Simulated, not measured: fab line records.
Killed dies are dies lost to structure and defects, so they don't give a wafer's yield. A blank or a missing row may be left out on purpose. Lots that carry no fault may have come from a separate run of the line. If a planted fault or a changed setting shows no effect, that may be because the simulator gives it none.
A struck lot beside a sound one | flow n5_finfet | 19 steps out of a route of 1938
Sound: these wafers, L296.1, L296.4, L296.6. Struck: wafer L308.6. (L308.3 of the same lot was not struck and is left out.) The cause comes at the end.
For every step that has rows: the tool of each side, followed by ch and its chambers, followed by its first start. Under that, the readings that differ: sound wafers | struck wafers | difference of the means | sigmas: that difference in standard deviations of wafers without a fault.
alike: same words and numbers on both sides, and readings whose means sit less than 2 such deviations apart. not compared: any withheld reading, any reading some wafer has no value for, any bound like >300 that may hide the same value, and any number with overlapping values for which the record gives no deviation.
A row with sigmas, a row that says differs or no value, or rows on one side alone: a step with any of these is where the two part. Numbers that don't overlap but have no deviation are shown without sigmas and don't part them. A reading missing from all wafers of one side parts the sides only when that side holds two or more wafers.

N5_PASSIVATION_AL_ETCH_33: etches Al in Cl2/BCl3, stops on TaN, target depth 2800 nm, time 466.7 s.
  sound on rie_metal-02 ch 0,1, day 12 17:17; struck on rie_metal-03 ch 1, day 16 16:08
  alike: drypump_motor_current_A, he_backside_leak_sccm, oes_product_au, throttle_valve_pct
  not compared: rf_hours_counter_h
N5_PASSIVATION_ETCH_59: etches TaN in Cl2/BCl3, target depth 65 nm, time 34.9 s.
  sound on rie_metal-02 ch 0,1, day 12 17:41; struck on rie_metal-03 ch 1, day 16 16:26
  alike: drypump_motor_current_A, he_backside_leak_sccm, oes_product_au, throttle_valve_pct
  not compared: rf_hours_counter_h
N5_PASSIVATION_STRIP_34: strips in O2.
  sound on rie_diel-04 ch 0,1, day 12 17:49; struck on rie_diel-03 ch 0, day 16 16:31
  alike: drypump_motor_current_A, o2_flow_sccm, oes_product_au, rf_vpp_V, showerhead_plenum_p_Torr, throttle_valve_pct
  not compared: rf_hours_counter_h
then, 4 steps without rows for these wafers: N5_PASSIVATION_STRIP_51 (strips in post etch residue remover, time 1200 s); N5_PASSIVATION_CLEAN_69 (cleans in IPA, time 180 s); N5_PASSIVATION_SRD_70 (time 30 s); N5_PASSIVATION_PECVD_53 (deposits SiO2 from TEOS/O2, target thk 800 nm, time 169.4 s).
N5_PASSIVATION_PECVD_35: deposits SiNx from SiH4/NH3/N2, target thk 700 nm, time 151.3 s.
  sound on pecvd-03 ch 0,1, day 12 18:26; struck on pecvd-02 ch 1, day 16 17:08
  alike: heater_power_w, showerhead_plenum_p_Torr, throttle_valve_pct
then, 4 steps without rows for these wafers: N5_PASSIVATION_HMDS_37 (time 60 s); N5_PASSIVATION_COAT_38; N5_PASSIVATION_EBR_40; N5_PASSIVATION_SOFTBAKE_39 (time 120 s).
N5_PASSIVATION_EXPOSE_41: exposes mask PASS OPEN, defocus 0 nm, target cd 40000 nm.
  sound on krf_scanner-01 ch 0, day 12 18:49; struck on krf_scanner-01 ch 0, day 16 17:24
  alike: mask
then, 3 steps without rows for these wafers: N5_PASSIVATION_PEB_42; N5_PASSIVATION_DEVELOP_43 (develop time 60 s); N5_PASSIVATION_HARDBAKE_45 (time 120 s).
N5_PASSIVATION_CD_MEAS_44: target cd 40000 nm.
  sound on cd_sem-03 ch 0, day 12 19:00; struck on cd_sem-02 ch 0, day 16 17:34
  reading    | sound             | struck | difference | sigmas
  cd_nm (nm) | 40005 40000 39993 | 40053  | +54        | +7
N5_PASSIVATION_OVL_MEAS_66:
  sound on overlay-02 ch 0, day 12 19:02; struck on overlay-02 ch 0, day 16 17:36
  alike: PASS_OPEN_OVL
N5_PASSIVATION_PROBE_49:
  sound on prober-01, day 12 22:08; struck on prober-01, day 16 20:57
  reading                 | sound       | struck | difference | sigmas
  killed_at_M0_to_M3      | 18 16 36    | 51     | +28        | +3
  killed_open             | 62 48 63    | 87     | +29        | +2
  sort_bin_5_function (%) | 5.3 3.8 5.2 | 6.8    | +2.0       | +2
  alike: defect_limited_yield, killed_at_M4_up, killed_at_contacts, killed_at_front_end, killed_at_other, killed_dies, killed_short, sort_bin_6_memory, sort_bin_8_speed, sort_n_pass, sort_yield_pct

== WHERE THEY PART ==
First at N5_PASSIVATION_CD_MEAS_44; last, within this record, at N5_PASSIVATION_PROBE_49.

WHY: the cause the simulator had injected
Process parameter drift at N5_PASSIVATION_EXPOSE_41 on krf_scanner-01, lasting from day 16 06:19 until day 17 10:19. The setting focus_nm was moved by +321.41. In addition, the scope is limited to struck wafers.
